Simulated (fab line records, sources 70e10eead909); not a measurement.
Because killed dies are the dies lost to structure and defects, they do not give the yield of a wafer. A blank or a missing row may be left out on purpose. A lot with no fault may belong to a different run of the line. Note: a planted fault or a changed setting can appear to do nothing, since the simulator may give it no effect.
A struck lot beside a sound one    flow nand-harc    14 steps out of a route of 1159
Sound: wafers L926.1, L926.3, L926.6. Wafers struck: L938.1, L938.3, L938.6. The cause is named last.
Each step with rows lists, per side, the tool, then ch with its chambers, then its first start. Under that, the readings that differ: sound wafers    struck wafers    difference of the means    sigmas: that difference in standard deviations of wafers without a fault.
alike: readings with means less than 2 such deviations apart, plus words and numbers identical on both sides. not compared: withheld readings, readings lacking a value on some wafer, bounds such as >300 that could conceal the same value, and numbers that have no deviation in the record and whose values overlap.
Wherever a step has rows on one side only, a row that says differs or no value, or a row with sigmas, the two part there. Non-overlapping numbers with no deviation appear without sigmas and do not part them. A reading missing from all wafers of one side parts the sides only when that side holds two or more wafers.

NHARC_P_M1_PRE_CLEAN_30: time 30 s.
  sound on pvd-sputter-02; struck on pvd-sputter-01
  alike: heater-power-w
then, 1 step without rows for these wafers: NHARC_P_M1_PVD_20 (deposits TaN, target thk 5 nm, time 8.06 s).
NHARC_P_M1_PVD_21: deposits Cu, target thk 30 nm, time 20.49 s.
  sound on pvd-sputter-02; struck on pvd-sputter-01
  alike: throttle-valve-pct
then, 1 step without rows for these wafers: NHARC_P_M1_ECD_22 (material Cu, target thk 400 nm).
NHARC_P_M1_ANNEAL_31: time 90 s.
  sound on rtp-anneal-01 ch 0, day 7 08:16; struck on rtp-anneal-02 ch 0, day 10 04:20
  alike: wafer_temp_C_max
then, 1 step without rows for these wafers: NHARC_P_M1_CMP_23 (polishes, t overpolish 20 s, target thk 157.82 nm).
NHARC_P_M1_THK_MEAS_24: measures by xrf.
  sound: film-metro-01 at day 7 08:57; struck: film-metro-02 at day 10 04:59
  alike: thk-nm
then, 1 step without rows for these wafers: NHARC_P_M1_SRD_25.
NHARC_P_M1_INSPECT_27:
  sound: defect-inspect-02 at day 7 09:08; struck: defect-inspect-02 at day 10 05:08
  alike: raw-defect-count
NHARC_P_M1_PRE_CLEAN_32: time 12 s.
  sound on pecvd-03 ch 1,2, day 7 09:11; struck on pecvd-03 ch 1,2, day 10 05:13
  alike: heater-power-w
NHARC_P_M1_DEP_33: deposits SiCN, target thk 30 nm.
  sound on pecvd-03 ch 1,2, day 7 09:16; struck on pecvd-03 ch 1,2, day 10 05:17
  alike: heater-power-w, showerhead-vpp-V
NHARC_P_M2_DEP_00: deposits SiOC, target thk 182.5 nm.
  sound on pecvd-03 ch 0,1,2, day 7 09:43; struck on pecvd-04 ch 0,1, day 10 06:25
  alike: showerhead-vpp-V
then, 1 step without rows for these wafers: NHARC_P_M2_DEHYDRATE_01 (time 120 s).
-- record jumps: 13 days between struck wafers' starts before vs after; left off in module P_M2, resumes in module END, first step shown is number 1159 of the route --
NHARC_END_SORT_01:
  sound on prober-02 ch 0, day 20 08:45; struck on prober-02 ch 0, day 23 12:32
reading                   sound           struck          difference  sigmas
defect-limited-yield (%)  96.3 96.5 95.9  0 0 0           -96         -60
killed-at-periphery       3 4 3           633 637 639     +633        +99 or more
killed-dies               25 24 28        677 677 677     +651        +59
sort_bin_2_pct (%)        1.3 0.6 1.0     94.5 96.8 96.9  +95.1       +99 or more
sort-n-pass               652 653 649     0 0 0           -651        -59
sort-rim-yield-pct (%)    96.2 95.3 96.2  0 0 0           -96         -32
sort-yield-pct (%)        96.3 96.5 95.9  0 0 0           -96         -60
  alike: killed-at-array, killed-at-other, killed-open, killed-short, sort_bin_3_pct, sort_bin_4_pct

== WHERE THEY PART ==
Within this record, at NHARC_END_SORT_01 only.

WHY: what the simulator had put in
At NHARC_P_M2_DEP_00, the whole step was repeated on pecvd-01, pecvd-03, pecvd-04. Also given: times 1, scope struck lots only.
